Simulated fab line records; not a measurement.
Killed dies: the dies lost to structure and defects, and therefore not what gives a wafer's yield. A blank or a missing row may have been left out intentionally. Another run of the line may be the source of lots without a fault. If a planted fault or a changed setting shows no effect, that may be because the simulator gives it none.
fab line records | flow nand-harc
[record] lots = 13 wafers = 39 last-day = 25
route steps=1159 shown A_M0@1016 A_BONDPAD@1085 THIN_TSV@1132 END@1159
lots with no fault: from the same line, run without faults
start-h: start of the lot's first displayed wafer, in hours after the record's first day | wait-h: hours elapsed since this lot's preceding step | " identical to the entry in the row above | L1.1+2: a row that stands for several wafers | - no value present, or no start provided | * or withheld: withheld | < > ~ a bound
route shown NAME@n: NAME is a module with steps in the file, n the number in the route of the first one | usual: mean/standard deviation of fault-free wafers | same: alike in all rows | chamber/n: place in a boat | sites: per-site readings | _std_site: standard deviation across them | _edge_site: outer sites' mean less inner sites' | radius-mm: how far each site lies from the wafer's centre | mask NAME#n: copy n | behind: the most recent tool/chamber to have shaped the wafer | hold: what put the lot on hold/how long, in hours/how the hold closed | device: names the non-switching transistor (n, p or np) | end of line: tests of these same wafers at the route's end | a step with no rows: only its recipe | killed: dies lost to structure and defects at the first sort, not the wafer's yield | map: a wafer's dies, x killed, . not, _ none there
set.NAME: setting as actually run; set.NAME@STEP: the setting as run at that earlier step | model.NAME: the simulator's own value behind a step, which no gauge read
steps of the route over a sample of lots; a table a step, a row a wafer
services: a tool's chamber out of use, with start hour (start-h, from the record's first day; less than 0 if before it), hours out, and reason
[[steps]]
[step NHARC_A_M0_PVD_21]
[recipe] target-thk-a = 300 chamber-pressure-pa = 5 power-w = 5000 substrate-temp-c = 30 time-s = 20.49 material = Cu
[usual] throttle-valve-pct = 30.0/0.93
// columns lot.wafer tool chamber start-h wait-h throttle-valve-pct
L783.1 pvd-sputter-02 - 402.64 - 31.1
L783.4 " - " " 28.9
L783.5 " - " " 29.3
L784.3 pvd-sputter-02 - 403.42 - 29.0
L784.1 " - " " 31.1
L784.6 " - " " 29.1
L785.4 pvd-sputter-01 - 411.07 - 31.0
L785.2 " - " " 30.7
L785.6 " - " " 27.5
L786.4 pvd-sputter-02 - 411.23 - 29.4
L786.2 " - " " 29.2
L786.5 " - " " 30.0
L787.1 pvd-sputter-02 - 411.59 - 29.5
L787.4 " - " " 29.0
L787.3 " - " " 30.2
L788.3 pvd-sputter-02 - 428.76 - 31.3
L788.2 " - " " 30.4
L788.6 " - " " 29.4
L790.1 pvd-sputter-03 - 440.91 - 30.1
L790.4 " - " " 31.0
L790.6 " - " " 30.6
L791.3 pvd-sputter-02 - 443.39 - 29.0
L791.2 " - " " 31.2
L791.5 " - " " 30.3
L792.2 pvd-sputter-01 - 462.25 - 30.2
L792.3 " - " " 27.6
L792.1 " - " " 30.7
L800.1 pvd-sputter-02 - 503.88 - 30.7
L800.4 " - " " 30.4
L800.3 " - " " 29.2
L802.4 pvd-sputter-02 - 508.09 - 31.1
L802.2 " - " " 29.2
L802.5 " - " " 29.6
L805.1 pvd-sputter-01 - 529.51 - 28.5
L805.5 " - " " 30.7
L805.6 " - " " 29.0
L806.2 pvd-sputter-01 - 562.16 - 30.8
L806.3 " - " " 29.7
L806.5 " - " " 31.2
[step NHARC_A_BONDPAD_PVD_27]
[recipe] target-thk-a = 300 chamber-pressure-pa = 5 power-w = 5000 substrate-temp-c = 30 time-s = 20.49 material = Cu
[usual] throttle-valve-pct = 30.0/1
// columns lot.wafer tool chamber start-h wait-h throttle-valve-pct
L783.1 pvd-sputter-01 - - - 30.8
L783.4 " - " " 28.6
L783.5 " - " " 27.2
L784.1 pvd-sputter-03 - - - 30.9
L784.3 " - " " 30.5
L784.6 " - " " 31.2
L785.4 pvd-sputter-02 - - - 31.1
L785.2 " - " " 29.1
L785.6 " - " " 28.8
L786.2 pvd-sputter-03 - - - 30.2
L786.4 " - " " 30.9
L786.5 " - " " 30.4
L787.1 pvd-sputter-03 - - - 31.1
L787.4 " - " " 30.7
L787.3 " - " " 30.4
L788.2 pvd-sputter-03 - - - 30.6
L788.3 " - " " 30.2
L788.6 " - " " 31.1
L790.1 pvd-sputter-01 - - - 28.8
L790.4 " - " " 30.5
L790.6 " - " " 30.6
L791.3 pvd-sputter-02 - - - 31.1
L791.2 " - " " 29.4
L791.5 " - " " 29.0
L792.2 pvd-sputter-02 - - - 29.2
L792.3 " - " " 30.3
L792.1 " - " " 29.4
L800.3 pvd-sputter-01 - - - 27.3
L800.1 " - " " 30.6
L802.2 pvd-sputter-03 - - - 30.3
L805.1 pvd-sputter-03 - - - 30.7
L805.6 " - " " 30.5
L805.5 " - " " 31.1
L806.3 pvd-sputter-01 - - - 29.1
L806.2 " - " " 28.3
L806.5 " - " " 31.1
[step NHARC_A_BONDPAD_CMP_19]
[recipe] t-overpolish-s = 30 cu-recess-touch-s = 16 target-thk-nm = 169.8
[usual] motor-current-A = 12.4/1.4 overpolish-run-s = 30.000/0.0088
// columns lot.wafer tool chamber start-h wait-h motor-current-A overpolish-run-s
L783.1 cmp-02 0 412.77 - 11.0 30.013
L783.4 " 2 " " 13.7 29.990
L783.5 " 1 " " 12.1 30.003
L784.3 cmp-03 1 413.55 - 12.9 30.001
L784.1 " 2 " " 13.7 29.998
L784.6 " 1 " " 13.8 29.996
L785.4 cmp-04 0 421.69 - 10.3 29.995
L785.2 " 3 " " 13.1 30.000
L785.6 " 1 " " 10.5 29.992
L786.2 cmp-02 0 422.04 - 10.8 30.005
L786.4 " 1 " " 13.0 29.995
L786.5 " 0 " " 11.1 30.004
L787.3 cmp-03 1 422.36 - 13.7 30.007
L787.4 " 2 " " 13.6 30.002
L787.1 " 0 " " 14.8 29.995
L788.3 cmp-04 2 438.92 - 13.0 29.997
L788.2 " 0 " " 10.7 29.989
L788.6 " 1 " " 11.6 30.000
L790.4 cmp-02 2 450.78 - 12.5 30.015
L790.1 " 3 " " 11.2 30.001
L790.6 " 3 " " 11.5 29.991
L791.2 cmp-04 2 453.21 - 12.6 29.998
L791.3 " 3 " " 13.2 29.997
L791.5 " 2 " " 13.4 30.006
L792.3 cmp-04 1 472.10 - 11.5 30.006
L792.2 " 2 " " 12.9 29.990
L792.1 " 0 " " 10.1 29.989
L800.1 cmp-03 0 513.83 - 14.8 29.997
L800.3 " 1 " " 13.7 29.998
L802.2 cmp-03 3 517.96 - 11.4 30.013
L805.1 cmp-04 2 539.95 - 13.3 29.993
L805.6 " 0 " " 10.3 29.996
L805.5 " 1 " " 11.0 30.005
L806.2 cmp-02 0 571.75 - 10.2 30.021
L806.3 " 1 " " 12.6 29.997
L806.5 " 1 " " 12.7 29.990
[step NHARC_THIN_TSV_ANNEAL_52]
[recipe] temp-c = 225 time-s = 90
[usual] wafer_temp_C_max = 225.75/0.22
// columns lot.wafer tool chamber start-h wait-h wafer_temp_C_max
L784.1 rtp-anneal-02 0 430.95 0.6 225.53
L784.3 " 0 " " 225.78
L784.6 " 0 " " 225.79
L783.1 rtp-anneal-01 0 436.10 0.5 226.15
L783.4 " 0 " " 225.83
L783.5 " 0 " " 225.83
L785.2 rtp-anneal-01 0 441.81 0.7 225.52
L785.4 " 0 " " 225.71
L785.6 " 0 " " 225.82
L786.2 rtp-anneal-01 0 443.11 0.6 225.70
L786.4 " 0 " " 226.11
L786.5 " 0 " " 225.66
L787.1 rtp-anneal-01 0 444.29 0.5 226.05
L787.3 " 0 " " 226.17
L787.4 " 0 " " 225.92
L788.2 rtp-anneal-02 0 460.38 0.7 225.68
L788.3 " 0 " " 225.73
L788.6 " 0 " " 225.79
L791.2 rtp-anneal-02 0 470.66 0.7 225.30
L791.3 " 0 " " 225.68
L791.5 " 0 " " 225.27
L790.1 rtp-anneal-02 0 471.73 0.5 225.57
L790.4 " 0 " " 225.82
L790.6 " 0 " " 225.78
L792.1 rtp-anneal-02 0 490.27 0.6 226.03
L792.2 " 0 " " 225.63
L792.3 " 0 " " 225.74
L800.1 rtp-anneal-01 0 532.05 0.6 225.86
L800.3 " 0 " " 225.98
L802.2 rtp-anneal-01 0 533.29 0.6 225.85
L805.1 rtp-anneal-01 0 554.96 0.7 225.85
L805.5 " 0 " " 225.43
L805.6 " 0 " " 225.85
L806.2 rtp-anneal-01 0 590.14 0.7 225.71
L806.3 " 0 " " 226.10
L806.5 " 0 " " 226.03
[step NHARC_END_SORT_01]
[recipe] temp-c = 25
[usual] defect-limited-yield = 95.6/1.4 killed-at-array = 26/9 killed-at-other = 0.8/1.2 killed-at-periphery = 3.2/2.3 killed-dies = 30/9.1 killed-open = 3.5/2 killed-short = 1.8/1.4 sort_bin_2_pct = 1.4/0.59 sort_bin_3_pct = 0.25/0.22 sort_bin_4_pct = 2.8/0.91 sort-n-pass = 647/9.1 sort-rim-yield-pct = 95.4/3 sort-yield-pct = 95.6/1.4
[same] gross-dies = 677 sort_bin_5_pct[%] = 0 sort_bin_6_pct[%] = 0 sort_bin_7_pct[%] = 0 sort_bin_8_pct[%] = 0 sort-rim-n-gross = 106.00
// columns lot.wafer tool chamber start-h wait-h defect-limited-yield[%] killed-at-array killed-at-other killed-at-periphery killed-dies killed-open killed-short sort_bin_2_pct[%] sort_bin_3_pct[%] sort_bin_4_pct[%] sort-n-pass sort-rim-yield-pct[%] sort-yield-pct[%]
L791.2 prober-02 0 482.20 2.8 95.9 23 0 5 28 4 0 1.0 0 3.1 649 94.3 95.9
L791.3 prober-02 0 483.00 3.1 96.3 23 0 2 25 3 2 1.8 0.44 1.5 652 93.4 96.3
L791.5 prober-02 0 484.60 3.7 95.6 25 0 5 30 3 2 1.3 0.30 2.8 647 93.4 95.6
L800.1 prober-01 0 542.76 2.5 95.4 28 0 3 31 4 1 1.9 0 2.7 646 96.2 95.4
L800.3 prober-01 0 544.36 3.1 94.7 35 0 1 36 2 1 1.2 0.15 4.0 641 98.1 94.7
L800.4 prober-01 0 545.16 3.4 0 671 1 5 677 5 0 96.0 0.44 3.5 0 0 0
L802.2 prober-02 0 543.59 2.8 94.1 35 1 4 40 1 2 2.4 0 3.5 637 92.5 94.1
L802.4 prober-02 0 545.17 3.4 0 671 0 6 677 9 2 94.7 0.59 4.7 0 0 0
L802.5 prober-02 0 545.96 3.7 0 673 1 3 677 0 3 96.5 0.15 3.4 0 0 0
// killed by level:class
L791.2 A_SLIT:chamber-film-flake=10 A_CONTACT:chamber-film-flake=6 P_M2:chamber-film-flake=3 A_STAIRCASE:chamber-film-flake=3 P_M0:geometric-particle:open=1 A_CHANNEL_FILL_D1:geometric-particle:open=1 A_CONTACT:geometric-particle:open=1 A_M0:geometric-particle:open=1
L791.3 A_SLIT:chamber-film-flake=12 A_STAIRCASE:chamber-film-flake=4 P_M2:chamber-film-flake=2 A_CONTACT:chamber-film-flake=2 A_CHANNEL_FILL_D1:geometric-particle:short=1 A_SGD_CUT:geometric-particle:open=1 A_BLC:geometric-particle:open=1 A_M0:geometric-particle:short=1
L791.5 A_SLIT:chamber-film-flake=10 A_CONTACT:chamber-film-flake=5 A_STAIRCASE:chamber-film-flake=4 P_M2:chamber-film-flake=3 A_WL_FILL:geometric-particle:short=2 P_ZERO_WELL:chamber-film-flake=2 A_SOURCE_PLATE:geometric-particle:open=1 A_SGD_CUT:geometric-particle:open=1
L800.1 A_CHANNEL_HOLE_D1:chamber-film-flake=15 A_STAIRCASE:chamber-film-flake=4 A_CONTACT:chamber-film-flake=3 P_STI:chamber-film-flake=2 A_M0:chamber-film-flake=2 P_CONTACT:geometric-particle:open=1 A_ONON_D1:geometric-particle:open=1 A_CHANNEL_FILL_D1:geometric-particle:short=1
L802.2 A_CHANNEL_HOLE_D1:chamber-film-flake=15 A_SLIT:chamber-film-flake=11 A_CONTACT:chamber-film-flake=4 A_STAIRCASE:chamber-film-flake=3 P_M0:geometric-particle:open=1 P_M2:geometric-particle:short=1 A_WL_FILL:geometric-particle:short=1 P_ZERO_WELL:chamber-film-flake=1
L800.3 A_CHANNEL_HOLE_D1:chamber-film-flake=16 A_CONTACT:chamber-film-flake=10 A_STAIRCASE:chamber-film-flake=3 A_M0:chamber-film-flake=3 A_CONTACT:geometric-particle:open=2 A_ONON_D1:geometric-particle:short=1 P_ZERO_WELL:chamber-film-flake=1
L800.4 A_M0:area-pvd=636 A_CHANNEL_HOLE_D1:chamber-film-flake=23 A_CONTACT:chamber-film-flake=4 P_CONTACT:geometric-particle:open=2 P_STI:chamber-film-flake=2 A_STAIRCASE:chamber-film-flake=2 A_M0:chamber-film-flake=2 A_WL_FILL:geometric-particle:open=1
L802.4 A_M0:area-pvd=619 A_CHANNEL_HOLE_D1:chamber-film-flake=20 A_SLIT:chamber-film-flake=12 A_STAIRCASE:chamber-film-flake=7 A_M0:geometric-particle:open=5 A_CONTACT:chamber-film-flake=4 A_BLC:geometric-particle:open=2 P_GATE:geometric-particle:short=1
L802.5 A_M0:area-pvd=635 A_CHANNEL_HOLE_D1:chamber-film-flake=23 A_SLIT:chamber-film-flake=9 P_ZERO_WELL:chamber-film-flake=2 A_STAIRCASE:chamber-film-flake=2 A_WL_FILL:geometric-particle:short=1 A_CONTACT:geometric-particle:short=1 A_M1:geometric-particle:short=1
[[services]]
// columns tool chamber start-h hours kind
pvd-sputter-02 - 392.00 10.0 pm
cmp-02 - 394.81 0.8 repair
cmp-04 - 400.22 4.0 pm
pvd-sputter-01 - 401.27 3.5 repair
cmp-04 - 404.22 - consumable-replace:conditioner
cmp-02 - 422.61 4.0 pm
pvd-sputter-03 - 425.63 1.6 repair
cmp-04 - 428.33 0.9 repair
cmp-02 - 432.13 1.4 repair
pvd-sputter-01 - 435.59 5.0 repair
cmp-02 - 447.48 0.7 repair
cmp-03 - 451.17 4.0 pm
pvd-sputter-03 - 463.02 10.0 pm
cmp-02 - 468.59 2.0 repair
cmp-02 - 495.48 3.9 repair
cmp-04 - 498.31 4.0 pm
pvd-sputter-01 - 516.94 10.0 pm
cmp-04 - 517.59 1.8 repair
cmp-02 - 520.61 4.0 pm
pvd-sputter-03 - 532.74 2.1 repair
cmp-03 - 549.17 4.0 pm
cmp-04 - 549.81 1.2 repair
cmp-02 - 562.42 1.7 repair
pvd-sputter-02 - 570.00 10.0 pm
[[key]]
[first-sign] step = NHARC_END_SORT_01 reading = sort_bin_2_pct direction = up sigmas = 99+ usual = 1.4 struck = 95.7
[effect] step = NHARC_END_SORT_01 reading = killed-at-array direction = up sigmas = 72 usual = 26 struck = 672
[more-kills-born-at] NHARC_A_M0_PVD_21@pvd-sputter-02 = 1890
met-at NHARC_A_M0_PVD_21
struck-lots L800,L802
struck-wafers L800.4,L802.4,L802.5
later-rows-left-out L800.4,L802.4,L802.5
not-acting-at NHARC_A_BONDPAD_PVD_27,NHARC_A_BONDPAD_CMP_19,NHARC_THIN_TSV_ANNEAL_52
onset-between 443.39 503.88
[fault] kind = process-parameter-drift tool = pvd-sputter-02 chamber = - onset-h = 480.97 steps = NHARC_A_M0_PVD_21 channel = target-thk-a offset = * shape = step end-h = 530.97 scope = struck-wafers-only acts-in = * stated = *
// later-rows-left-out: the simulator's readings of these wafers behind a module that went badly wrong aren't trusted and aren't shown, but for the sort
